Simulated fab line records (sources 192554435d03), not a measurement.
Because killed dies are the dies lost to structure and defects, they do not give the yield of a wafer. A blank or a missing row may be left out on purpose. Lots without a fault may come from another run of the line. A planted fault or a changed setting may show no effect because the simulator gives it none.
Which tool did it? -- flow n5Finfet -- 10 lots, 30 wafers sampled, at 2 steps of a route of 1938

WHAT THE GAUGES READ, wafer by wafer
N5_MOL_CONTACT_COAG_INSPECT_97: inspects for defects (darkfield).
lot,measured,on,rawDefectCount
L440,day 5 20:19,defectInspect-01,49 59 62
L441,day 6 03:48,defectInspect-01,39 23 44
L444,day 6 18:53,defectInspect-02,49 29 33
L449,day 8 02:08,defectInspect-01,66 41 59
L450,day 8 11:14,defectInspect-02,14 27 34
L451,day 8 18:05,defectInspect-02,32 45 60
L453,day 9 05:30,defectInspect-01,38 49 50
L456,day 10 02:58,defectInspect-02,38 36 35
L458,day 10 09:52,defectInspect-01,66 60 62
L459,day 10 19:27,defectInspect-02,41 36 44

TOOL THAT RAN EACH LOT (tool first, then ch and the chambers of the sampled wafers, then the start)
lot,N5_MOL_CONTACT_COAG_CMP_52
L440,"cmp-01 ch 0,2,3, day 5 16:27"
L441,"cmp-03 ch 0,1,3, day 6 00:29"
L444,"cmp-02 ch 0,2, day 6 15:32"
L449,"cmp-03 ch 0,1,2, day 7 22:08"
L450,"cmp-02 ch 1,3, day 8 07:55"
L451,"cmp-03 ch 0,1,2, day 8 14:47"
L453,"cmp-01 ch 0,1, day 9 02:08"
L456,"cmp-03 ch 0,1, day 9 23:35"
L458,"cmp-01 ch 0,2, day 10 06:31"
L459,"cmp-01 ch 0,2,3, day 10 16:06"
- N5_MOL_CONTACT_COAG_CMP_52: polishes, stops on SiO2, t overpolish 1.5 s, target thk 66.5 nm.

THE ANSWER, worked out from the rows above alone
Rule: the lots themselves supply what counts as usual. Put in order of their means at a reading, lots are off if they are a third of the lots or fewer, leave a main group of 4 or more, and stand apart from it by a gap of 3 or more times the standard deviation of the main group's means; of several such gaps the widest counts. The tables above print the reading to a certain number of digits; a main group whose means all agree to those digits is not used. A lot without any number at a reading at which 4 lots or more have one is off too. The other lots that the step has rows for count as sound.
No lot is off on any of the readings shown, so nothing can be concluded from this.

WHAT THE SIMULATOR HAD INSERTED
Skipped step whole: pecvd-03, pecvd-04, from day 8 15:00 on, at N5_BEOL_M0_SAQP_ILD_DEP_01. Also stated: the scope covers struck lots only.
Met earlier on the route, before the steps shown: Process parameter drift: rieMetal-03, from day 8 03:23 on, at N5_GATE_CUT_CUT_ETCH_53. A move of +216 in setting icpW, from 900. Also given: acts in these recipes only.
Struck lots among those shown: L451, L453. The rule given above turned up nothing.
